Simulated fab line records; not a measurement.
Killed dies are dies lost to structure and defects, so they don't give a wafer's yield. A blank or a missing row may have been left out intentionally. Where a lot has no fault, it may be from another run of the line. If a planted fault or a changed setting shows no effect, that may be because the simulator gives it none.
fab line records -- flow nand_harc
record: lots: 7, wafers: 21, last_day: 24
route steps=1159 shown P_M0@262
lots that met no fault: taken from a fault-free run of the same line
start_h: hours from the record's first day to the start of the lot's first wafer shown -- wait_h: time in hours since the lot's previous step -- " as in the row above -- L1.1+2: several wafers, shown together as one row -- - value missing, or start not given -- * or withheld: withheld -- < > ~ a bound
route shown NAME@n: names a module that has steps shown in the file, with the first one's number in the route -- usual: mean/standard deviation taken from wafers without a fault -- same: alike in all rows -- chamber/n: place in a boat -- sites: per-site readings -- _std_site: how widely they spread, as a standard deviation -- _edge_site: outer sites' mean less inner sites' -- radius_mm: for every site, how far away it sits from the centre of the wafer -- mask NAME#n: copy n -- behind: tool/chamber where the wafer was last shaped -- hold: reason for holding the lot/hours on hold/outcome of the hold -- device: the transistor (n, p or np) that didn't switch -- end of line: the tests these same wafers got at the end of their route -- a step with no rows: only its recipe -- killed: the dies lost at the first sort to structure and to defects; this is not the yield of the wafer -- map: the dies of a wafer, with x for killed, . for not killed, _ for no die there
set.NAME: the setting that was run; set.NAME@STEP: the one run at that earlier step -- model.NAME: the simulator's own value behind a step, which no gauge read
lots at some steps of the route; a table a step, a row a wafer
services: the hour from which a tool's chamber was out of use, counted from the record's first day as start_h (under 0 if before that day), plus the number of hours and why
== steps ==
step: NHARC_P_M0_DEVELOP_08
recipe: develop_time_s: 35, dev_temp_c: 23
step: NHARC_P_M0_CD_MEAS_09
recipe: target_cd_nm: 90, landing_energy_ev: 500
usual: cd_nm: 89.9/0.69
lot.wafer,tool,chamber,start_h,wait_h,cd_nm
L687.1,cd_sem-03,0,151.53,-,89.7
L687.5,cd_sem-03,0,151.53,-,90.3
L687.6,cd_sem-03,0,151.53,-,90.1
L690.1,cd_sem-03,0,174.22,-,89.6
L690.2,cd_sem-03,0,174.22,-,89.6
L690.6,cd_sem-03,0,174.22,-,89.5
L697.3,cd_sem-01,0,218.98,-,90.1
L697.4,cd_sem-01,0,218.98,-,90.5
L697.5,cd_sem-01,0,218.98,-,90.1
L699.2,cd_sem-02,0,226.10,-,88.8
L699.4,cd_sem-02,0,226.10,-,89.1
L699.6,cd_sem-02,0,226.10,-,90.2
L700.1,cd_sem-02,0,236.44,-,89.8
L700.3,cd_sem-02,0,236.44,-,90.1
L700.5,cd_sem-02,0,236.44,-,90.0
L703.3,cd_sem-03,0,245.10,-,90.5
L703.4,cd_sem-03,0,245.10,-,90.4
L703.6,cd_sem-03,0,245.10,-,89.5
L702.1,cd_sem-01,0,246.49,-,89.7
L702.2,cd_sem-01,0,246.49,-,90.6
L702.6,cd_sem-01,0,246.49,-,89.6
step: NHARC_P_M0_OVL_MEAS_10
recipe: pitch_nm: 180
usual: overlay_x_nm: -0.1/0.66, overlay_y_nm: -0.2/0.75
lot.wafer,tool,chamber,start_h,wait_h,overlay_x_nm,overlay_y_nm
L687.1,overlay-02,-,151.62,-,1.4,-1.7
L687.5,overlay-02,-,151.62,-,1.1,-2.0
L687.6,overlay-02,-,151.62,-,1.2,-1.9
L690.1,overlay-02,-,174.31,-,0.6,-0.6
L690.2,overlay-02,-,174.31,-,0.6,0.3
L690.6,overlay-02,-,174.31,-,0.8,0.5
L697.3,overlay-01,-,219.06,-,0.6,-0.8
L697.4,overlay-01,-,219.06,-,0.6,-0.1
L697.5,overlay-01,-,219.06,-,0.0,-0.8
L699.2,overlay-01,-,226.19,-,0.3,-0.2
L699.4,overlay-01,-,226.19,-,0.1,-0.1
L699.6,overlay-01,-,226.19,-,0.5,-0.5
L700.1,overlay-01,-,236.53,-,-0.3,-0.6
L700.3,overlay-01,-,236.53,-,-0.4,-0.7
L700.5,overlay-01,-,236.53,-,-0.2,-0.5
L703.3,overlay-01,-,245.19,-,-0.4,0.9
L703.4,overlay-01,-,245.19,-,-0.3,1.5
L703.6,overlay-01,-,245.19,-,0.0,1.3
L702.1,overlay-01,-,246.57,-,0.1,0.2
L702.2,overlay-01,-,246.57,-,-0.3,-0.3
L702.6,overlay-01,-,246.57,-,0.3,-0.1
step: NHARC_P_M0_INSPECT_11
usual: raw_defect_count: 3.7/2
lot.wafer,tool,chamber,start_h,wait_h,raw_defect_count
L687.1,defect_inspect-02,-,151.65,0.0,1
L687.5,defect_inspect-02,-,151.65,0.0,1
L687.6,defect_inspect-02,-,151.65,0.0,1
L690.1,defect_inspect-01,-,174.34,0.0,8
L690.2,defect_inspect-01,-,174.34,0.0,4
L690.6,defect_inspect-01,-,174.34,0.0,3
L697.3,defect_inspect-01,-,219.10,0.0,3
L697.4,defect_inspect-01,-,219.10,0.0,4
L697.5,defect_inspect-01,-,219.10,0.0,0
L699.2,defect_inspect-01,-,226.23,0.0,2
L699.4,defect_inspect-01,-,226.23,0.0,0
L699.6,defect_inspect-01,-,226.23,0.0,3
L700.1,defect_inspect-02,-,236.56,0.0,2
L700.3,defect_inspect-02,-,236.56,0.0,0
L700.5,defect_inspect-02,-,236.56,0.0,7
L703.3,defect_inspect-01,-,245.22,0.0,3
L703.4,defect_inspect-01,-,245.22,0.0,6
L703.6,defect_inspect-01,-,245.22,0.0,4
L702.1,defect_inspect-02,-,246.63,0.1,2
L702.2,defect_inspect-02,-,246.63,0.1,3
L702.6,defect_inspect-02,-,246.63,0.1,2
step: NHARC_P_M0_DESCUM_14
recipe: time_s: 3, o2_flow_sccm: 200, ar_flow_sccm: 0, bias_power_w: 0, chemistry: O2
step: NHARC_P_M0_ETCH_34
recipe: target_depth_a: 400, overetch_a: 120, time_s: 43.94, ion_energy_ev: 200, n2_flow_sccm: 150, h2_flow_sccm: 150, ar_flow_sccm: 0, rf_w: 400, bias_w: 150, chemistry: N2/H2
usual: drypump_motor_current_A: 5.7/0.3, oes_product_au: 0.999/0.0098, rf_fwd_power_W: 394.3/2.2, rf_vpp_V: 430.6/2.7, showerhead_plenum_p_Torr: 2.04/0.094, throttle_valve_pct: 14.171/0.0094
lot.wafer,tool,chamber,start_h,wait_h,drypump_motor_current_A,oes_product_au,rf_fwd_power_W,rf_hours_counter_h,rf_vpp_V,showerhead_plenum_p_Torr,throttle_valve_pct
L687.1,rie_diel-10,2,151.82,0.1,5.4,1.003,392.3,11,427.8,1.96,14.158
L687.6,rie_diel-10,1,151.82,0.1,5.4,1.009,397.1,-,435.0,2.20,14.170
L687.5,rie_diel-10,2,151.82,0.1,5.4,1.006,391.0,-,429.5,1.96,14.178
L690.2,rie_diel-10,2,174.49,0.1,5.4,0.993,390.3,12,429.5,1.96,14.164
L690.1,rie_diel-10,3,174.49,0.1,5.6,1.013,392.9,11,429.5,1.97,14.173
L690.6,rie_diel-10,2,174.49,0.1,5.4,0.988,392.6,-,430.1,1.96,14.154
L697.3,rie_diel-10,2,219.27,0.1,5.4,0.999,391.6,3,427.6,1.96,14.160
L697.4,rie_diel-10,2,219.27,0.1,5.4,0.989,392.2,-,427.7,1.96,14.175
L697.5,rie_diel-10,0,219.27,0.1,5.3,0.981,397.4,-,433.0,2.19,14.164
L699.4,rie_diel-04,3,226.38,0.1,5.4,0.992,396.9,7,426.1,1.93,14.180
L699.2,rie_diel-04,1,226.38,0.1,6.2,1.018,396.4,7,430.1,2.06,14.175
L699.6,rie_diel-04,3,226.38,0.1,5.4,0.983,395.7,-,427.2,1.93,14.177
L700.1,rie_diel-09,2,236.71,0.1,6.2,1.000,396.0,11,428.3,1.96,14.166
L700.3,rie_diel-09,1,236.71,0.1,5.7,1.003,391.3,12,428.6,1.99,14.176
L700.5,rie_diel-09,3,236.71,0.1,5.9,0.984,396.5,-,432.6,2.14,14.177
L703.4,rie_diel-09,3,245.38,0.1,5.9,0.989,395.1,11,433.3,2.14,14.171
L703.3,rie_diel-09,1,245.38,0.1,5.7,1.010,391.3,12,428.6,1.99,14.173
L703.6,rie_diel-09,3,245.38,0.1,5.9,0.990,393.1,-,433.3,2.14,14.189
L702.1,rie_diel-09,0,246.79,0.1,5.5,1.005,392.8,11,432.0,2.10,14.161
L702.2,rie_diel-09,1,246.79,0.1,5.7,1.009,392.2,12,428.4,1.99,14.167
L702.6,rie_diel-09,3,246.79,0.1,6.0,0.985,394.1,-,433.3,2.14,14.154
step: NHARC_P_M0_ETCH_15
recipe: target_depth_a: 1500, overetch_a: 150, time_s: 82.5, c4f8_flow_sccm: withheld, ar_flow_sccm: 400, rf_w: 600, bias_w: 300, chemistry: C4F8/Ar
usual: oes_product_au: 0.949/0.022, rf_fwd_power_W: 595.0/2.5, rf_vpp_V: 441.1/2.7
lot.wafer,tool,chamber,start_h,wait_h,oes_product_au,rf_fwd_power_W,rf_hours_counter_h,rf_vpp_V
L687.1,rie_diel-10,1,-,-,0.971,597.4,10,444.6
L687.6,rie_diel-10,3,-,-,0.965,594.5,-,437.8
L687.5,rie_diel-10,1,-,-,0.956,594.5,-,445.4
L690.1,rie_diel-10,0,-,-,0.968,593.7,10,445.3
L690.2,rie_diel-10,3,-,-,0.973,592.0,11,438.8
L690.6,rie_diel-10,0,-,-,0.972,593.0,-,444.3
L697.3,rie_diel-10,0,-,-,0.967,596.2,2,444.2
L697.5,rie_diel-10,1,-,-,0.971,595.8,-,444.7
L697.4,rie_diel-10,0,-,-,0.953,597.4,-,444.2
L699.4,rie_diel-04,2,-,-,0.926,596.2,8,438.7
L699.2,rie_diel-04,1,-,-,0.932,599.6,7,441.0
L699.6,rie_diel-04,2,-,-,0.923,594.4,-,439.5
L700.3,rie_diel-09,0,-,-,0.933,590.8,10,443.4
L700.1,rie_diel-09,1,-,-,0.928,595.2,12,439.6
L700.5,rie_diel-09,3,-,-,0.917,590.1,-,444.3
L703.3,rie_diel-09,3,-,-,0.927,595.9,11,443.3
L703.4,rie_diel-09,1,-,-,0.935,591.6,12,440.6
L703.6,rie_diel-09,3,-,-,0.921,594.9,-,442.3
L702.2,rie_diel-09,0,-,-,0.922,597.5,11,443.1
L702.1,rie_diel-09,2,-,-,0.919,592.4,12,438.7
L702.6,rie_diel-09,0,-,-,0.936,596.7,-,440.5
step: NHARC_P_M0_CD_MEAS_16
usual: cd_nm: 89.9/0.84
lot.wafer,tool,chamber,start_h,wait_h,cd_nm
L687.1,cd_sem-03,-,152.05,-,89.8
L687.5,cd_sem-03,-,152.05,-,89.1
L687.6,cd_sem-03,-,152.05,-,90.2
L690.1,cd_sem-03,-,174.70,-,88.8
L690.2,cd_sem-03,-,174.70,-,89.1
L690.6,cd_sem-03,-,174.70,-,89.4
L697.3,cd_sem-03,-,219.51,-,91.5
L697.4,cd_sem-03,-,219.51,-,90.8
L697.5,cd_sem-03,-,219.51,-,90.6
L699.2,cd_sem-02,-,226.59,-,89.1
L699.4,cd_sem-02,-,226.59,-,89.6
L699.6,cd_sem-02,-,226.59,-,90.1
L700.1,cd_sem-01,-,236.92,-,89.4
L700.3,cd_sem-01,-,236.92,-,90.0
L700.5,cd_sem-01,-,236.92,-,90.0
L703.3,cd_sem-01,-,245.59,-,90.5
L703.4,cd_sem-01,-,245.59,-,90.7
L703.6,cd_sem-01,-,245.59,-,90.4
L702.1,cd_sem-03,-,246.99,-,89.4
L702.2,cd_sem-03,-,246.99,-,90.6
L702.6,cd_sem-03,-,246.99,-,89.5
step: NHARC_P_M0_STRIP_18
recipe: power_w: 1000, n2_flow_sccm: 150, h2_flow_sccm: 150, ar_flow_sccm: 0, bias_w: 0, chemistry: N2/H2
usual: drypump_motor_current_A: 5.69/0.29, oes_product_au: 1.000/0.0075, rf_fwd_power_W: 997/3.4, rf_vpp_V: 90.7/0.87, showerhead_plenum_p_Torr: 2.04/0.087, throttle_valve_pct: 14.172/0.0085
lot.wafer,tool,chamber,start_h,wait_h,drypump_motor_current_A,oes_product_au,rf_fwd_power_W,rf_hours_counter_h,rf_vpp_V,showerhead_plenum_p_Torr,throttle_valve_pct
L687.1,rie_diel-04,2,152.13,0.1,5.51,0.994,994,3,89.0,1.97,14.166
L687.5,rie_diel-04,2,152.13,0.1,5.53,1.003,999,-,90.6,1.97,14.169
L687.6,rie_diel-04,3,152.13,0.1,5.36,0.997,999,-,90.4,1.93,14.175
L690.1,rie_diel-09,3,174.82,0.1,5.92,0.981,1001,6,91.6,2.15,14.176
L690.2,rie_diel-09,1,174.82,0.1,5.75,0.996,998,7,90.7,1.99,14.190
L690.6,rie_diel-09,3,174.82,0.1,5.93,0.988,1000,-,91.6,2.14,14.178
L697.3,rie_diel-09,2,219.58,0.1,6.19,0.992,993,10,89.2,1.96,14.176
L697.4,rie_diel-09,1,219.58,0.1,5.70,1.006,990,10,91.6,1.99,14.182
L697.5,rie_diel-09,3,219.58,0.1,5.89,0.990,991,-,92.2,2.14,14.161
L699.2,rie_diel-10,3,226.69,0.1,5.56,1.004,993,3,92.2,1.97,14.185
L699.4,rie_diel-10,1,226.69,0.1,5.37,0.999,999,3,90.1,2.20,14.177
L699.6,rie_diel-10,3,226.69,0.1,5.56,1.006,992,-,90.4,1.97,14.181
L700.3,rie_diel-10,1,237.05,0.1,5.37,1.009,1000,4,92.0,2.19,14.167
L700.1,rie_diel-10,2,237.05,0.1,5.41,1.000,993,5,90.1,1.96,14.184
L700.5,rie_diel-10,0,237.05,0.1,5.24,1.007,997,-,90.4,2.19,14.172
L703.3,rie_diel-10,3,245.69,0.1,5.56,1.001,994,5,90.8,1.97,14.172
L703.4,rie_diel-10,1,245.69,0.1,5.38,1.006,1002,4,91.6,2.19,14.173
L703.6,rie_diel-10,2,245.69,0.1,5.44,0.998,996,-,89.3,1.96,14.159
L702.2,rie_diel-10,0,247.09,0.1,5.25,1.001,996,5,91.6,2.19,14.173
L702.1,rie_diel-10,1,247.09,0.1,5.38,1.002,1001,4,91.3,2.19,14.181
L702.6,rie_diel-10,0,247.09,0.1,5.23,0.984,998,-,92.2,2.19,14.179
step: NHARC_P_M0_STRIP_19
recipe: time_s: 600, temp_c: 30, chemistry: post_etch_residue_remover
step: NHARC_P_M0_DEGAS_28
recipe: temp_c: 250, time_s: 60
usual: heater_power_w: 309/22
lot.wafer,tool,chamber,start_h,wait_h,heater_power_w
L687.1,pvd_sputter-01,-,152.69,-,364
L687.6,pvd_sputter-01,-,152.69,-,306
L687.5,pvd_sputter-01,-,152.69,-,308
L690.2,pvd_sputter-02,-,175.34,-,276
L690.1,pvd_sputter-02,-,175.34,-,303
L690.6,pvd_sputter-02,-,175.34,-,277
L697.3,pvd_sputter-01,-,220.13,-,350
L697.4,pvd_sputter-01,-,220.13,-,317
L697.5,pvd_sputter-01,-,220.13,-,367
L699.4,pvd_sputter-02,-,227.21,-,277
L699.2,pvd_sputter-02,-,227.21,-,297
L699.6,pvd_sputter-02,-,227.21,-,274
L700.3,pvd_sputter-03,-,237.54,-,298
L700.1,pvd_sputter-03,-,237.54,-,273
L700.5,pvd_sputter-03,-,237.54,-,294
L703.4,pvd_sputter-03,-,246.22,-,308
L703.3,pvd_sputter-03,-,246.22,-,304
L703.6,pvd_sputter-03,-,246.22,-,318
L702.1,pvd_sputter-02,-,247.61,-,302
L702.2,pvd_sputter-02,-,247.61,-,324
L702.6,pvd_sputter-02,-,247.61,-,294
step: NHARC_P_M0_PRE_CLEAN_29
recipe: time_s: 30, temp_c: 280, gas: H2/He
usual: heater_power_w: 381/28
lot.wafer,tool,chamber,start_h,wait_h,heater_power_w
L687.1,pvd_sputter-01,-,-,-,416
L687.5,pvd_sputter-01,-,-,-,381
L687.6,pvd_sputter-01,-,-,-,385
L690.1,pvd_sputter-02,-,-,-,408
L690.2,pvd_sputter-02,-,-,-,341
L690.6,pvd_sputter-02,-,-,-,393
L697.3,pvd_sputter-01,-,-,-,398
L697.4,pvd_sputter-01,-,-,-,423
L697.5,pvd_sputter-01,-,-,-,403
L699.2,pvd_sputter-02,-,-,-,358
L699.4,pvd_sputter-02,-,-,-,366
L699.6,pvd_sputter-02,-,-,-,392
L700.3,pvd_sputter-03,-,-,-,374
L700.1,pvd_sputter-03,-,-,-,386
L700.5,pvd_sputter-03,-,-,-,334
L703.3,pvd_sputter-03,-,-,-,388
L703.4,pvd_sputter-03,-,-,-,343
L703.6,pvd_sputter-03,-,-,-,341
L702.1,pvd_sputter-02,-,-,-,399
L702.2,pvd_sputter-02,-,-,-,344
L702.6,pvd_sputter-02,-,-,-,369
step: NHARC_P_M0_PVD_20
recipe: target_thk_a: 50, bias_v: 168.6, power_w: 15000, chamber_pressure_pa: 0.12, time_s: 8.06, substrate_temp_c: 50, material: TaN
usual: bias_v: 168.5/1.7, cathode_dc_power_W: 15000/3, throttle_valve_pct: 29.7/0.84
lot.wafer,tool,chamber,start_h,wait_h,bias_v,cathode_dc_power_W,throttle_valve_pct
L687.1,pvd_sputter-01,-,152.80,-,171.9,14998,29.1
L687.5,pvd_sputter-01,-,152.80,-,168.9,15003,29.3
L687.6,pvd_sputter-01,-,152.80,-,171.4,15003,29.1
L690.1,pvd_sputter-02,-,175.47,-,170.7,15003,29.9
L690.2,pvd_sputter-02,-,175.47,-,169.4,15001,28.8
L690.6,pvd_sputter-02,-,175.47,-,169.8,14997,28.9
L697.4,pvd_sputter-01,-,220.25,-,-,-,-
L697.3,pvd_sputter-01,-,220.25,-,-,-,-
L697.5,pvd_sputter-01,-,220.25,-,-,-,-
L699.4,pvd_sputter-02,-,227.32,-,-,-,-
L699.2,pvd_sputter-02,-,227.32,-,-,-,-
L699.6,pvd_sputter-02,-,227.32,-,-,-,-
L700.1,pvd_sputter-03,-,237.66,-,-,-,-
L700.3,pvd_sputter-03,-,237.66,-,-,-,-
L700.5,pvd_sputter-03,-,237.66,-,-,-,-
L703.3,pvd_sputter-03,-,246.34,-,168.4,15002,31.1
L703.4,pvd_sputter-03,-,246.34,-,170.1,14998,28.7
L703.6,pvd_sputter-03,-,246.34,-,165.0,15000,31.0
L702.1,pvd_sputter-02,-,247.72,-,167.7,15001,29.5
L702.2,pvd_sputter-02,-,247.72,-,168.4,15005,30.1
L702.6,pvd_sputter-02,-,247.72,-,168.9,14995,30.8
step: NHARC_P_M0_PVD_21
recipe: target_thk_a: 300, chamber_pressure_pa: 5, power_w: 5000, substrate_temp_c: 30, time_s: 20.49, material: Cu
== services ==
tool,chamber,start_h,hours,kind
rie_diel-10,0,131.00,-,clean
rie_diel-10,1,131.00,-,clean
rie_diel-10,2,131.00,-,clean
rie_diel-10,3,131.00,-,clean
pvd_sputter-03,-,132.23,4.0,repair
rie_diel-09,0,140.02,4.0,repair
rie_diel-10,0,147.71,5.5,repair
rie_diel-10,0,155.50,-,clean
rie_diel-10,1,155.50,-,clean
rie_diel-10,2,155.50,-,clean
rie_diel-10,3,155.50,-,clean
pvd_sputter-01,-,158.00,10.0,pm
rie_diel-10,-,162.59,0.8,repair
rie_diel-09,3,169.22,1.7,repair
rie_diel-10,-,176.50,9.0,pm
rie_diel-10,0,176.50,9.0,vent_cycle
rie_diel-10,1,176.50,9.0,vent_cycle
rie_diel-10,2,176.50,9.0,vent_cycle
pvd_sputter-03,-,181.42,3.0,repair
pvd_sputter-01,-,195.19,0.7,repair
rie_diel-09,-,198.88,0.4,repair
pvd_sputter-01,-,213.99,1.0,repair
pvd_sputter-02,-,214.05,10.0,pm
rie_diel-10,3,217.81,6.0,repair
== key ==
first_sign: step: NHARC_P_M0_PVD_20, reading: tool_record, direction: missing
effect none on later readings
met_at NHARC_P_M0_PVD_20
struck_wafers L697.3,L697.4,L697.5,L699.2,L699.4,L699.6,L700.1,L700.3,L700.5
later_rows_left_out L697.3,L697.4,L697.5,L699.2,L699.4,L699.6,L700.1,L700.3,L700.5
sort_left_out L697.3,L697.4,L697.5,L699.2,L699.4,L699.6,L700.1,L700.3,L700.5
onset_between 175.47 220.25
fault: kind: skipped_step_whole, tool: pvd_sputter-01,pvd_sputter-02,pvd_sputter-03, chamber: -, onset_h: 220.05, steps: NHARC_P_M0_PVD_20, scope: struck_lots_only
sort_left_out: the simulated sort isn't trusted on such a fault, so these wafers' sort isn't shown, and their yield isn't known
later_rows_left_out: the simulator's readings of these wafers behind a module that went badly wrong aren't trusted and aren't shown, but for the sort
